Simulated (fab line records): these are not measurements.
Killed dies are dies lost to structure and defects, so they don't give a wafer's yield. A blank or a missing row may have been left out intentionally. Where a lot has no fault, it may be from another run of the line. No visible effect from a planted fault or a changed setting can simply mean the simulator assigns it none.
2 desks, one fault ; flow nand harc ; only its own numbers are on each desk; what lay behind them is given at the end

## FOR THE TOOL OWNER'S DESK: rie diel-05
The tool's own readings at NHARC_A_CHANNEL_HOLE_D1_ETCH_44 (etches the open film in CF4/O2, target depth 140 nm, overetch 14 nm, time 77 s): means of the sampled wafers that have a number, for each lot that ran on this tool. A lot is out of limits, marked OUT, if its mean lies more than 4 standard deviations from the usual mean; the brackets give that distance.
Columns: A = drypump motor current A at NHARC_A_CHANNEL_HOLE_D1_ETCH_44, usual 5.7 A; B = mfc ar sccm at NHARC_A_CHANNEL_HOLE_D1_ETCH_44, usual 0.009 sccm; C = oes product au at NHARC_A_CHANNEL_HOLE_D1_ETCH_44, usual 0.999 a.u.; D = rf vpp V at NHARC_A_CHANNEL_HOLE_D1_ETCH_44, usual 198.1 V; E = run length s at NHARC_A_CHANNEL_HOLE_D1_ETCH_44, usual 98.4 s; F = showerhead plenum p Torr at NHARC_A_CHANNEL_HOLE_D1_ETCH_44, usual 1.35 Torr; G = throttle valve pct at NHARC_A_CHANNEL_HOLE_D1_ETCH_44, usual 13.397 %
lot;first seen here;A;B;C;D;E;F;G
L753;day 9 01:24;5.6;0.000;0.995;197.2;98.6;1.33;13.396
L757;day 9 14:20;5.8;0.013;1.001;198.6;98.4;1.38;13.399
L756;day 9 18:33;6.0;0.013;1.008;198.9;98.5;1.39;13.396
L759;day 10 06:44;6.0;0.013;1.000;199.2;98.6;1.39;13.395
L762;day 10 21:49;5.5;0.011;1.003;198.0;98.6;1.35;13.395
L768;day 12 15:10;5.9;0.024;0.995;198.6;98.5;1.40;13.389
L773;day 13 14:28;6.0;0.013;0.992;198.2;95.1 (-8.7) OUT;1.38;13.393
L774;day 14 01:20;6.1;0.019;0.992;199.2;92.9 (-14) OUT;1.40;13.392
This desk finds L773, L774 out of limits, L773 being first, at day 13 14:28 (run length s at NHARC_A_CHANNEL_HOLE_D1_ETCH_44). Within limits: L753, L757, L756, L759, L762, L768.

## AT THE METROLOGY DESK
What the gauges read, lot by lot, whatever tool the lot ran on: means of the sampled wafers that have a number. A lot is out of limits, marked OUT, if its mean lies more than 4 standard deviations from the usual mean; the brackets give that distance.
Columns: A = cd nm at NHARC_A_CHANNEL_HOLE_D1_CD_MEAS_30, usual 89.8 nm
lot;first seen here;A
L752;day 8 02:40;90.6
L753;day 9 02:13;90.4
L754;day 9 02:27;88.7
L757;day 9 15:08;90.0
L756;day 9 19:20;89.1
L760;day 10 06:30;89.3
L759;day 10 07:32;90.1
L762;day 10 22:37;87.2
L764;day 11 14:47;91.0
L768;day 12 15:58;90.0
L773;day 13 15:15;91.4
L774;day 14 02:07;91.3
Finding of this desk: none of the 12 lots has anything out of limits.

## BROUGHT TOGETHER
An alarm could have come from the tool owner's desk at day 13 14:28, on L773, L774.
The metrology desk saw nothing out of limits.
The metrology desk has L773, L774 on record, within its limits.
The lots listed all ran NHARC_A_CHANNEL_HOLE_D1_ETCH_44 on rie diel-05.

## WHAT THE SIMULATOR PUT IN
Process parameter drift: rie diel-05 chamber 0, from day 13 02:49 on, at NHARC_A_CHANNEL_HOLE_D1_ETCH_44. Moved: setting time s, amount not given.
Shown lots that were struck: L773, L774.
Delay in hours, fault start to first out-of-limits reading, by desk: the tool owner's desk at 12.
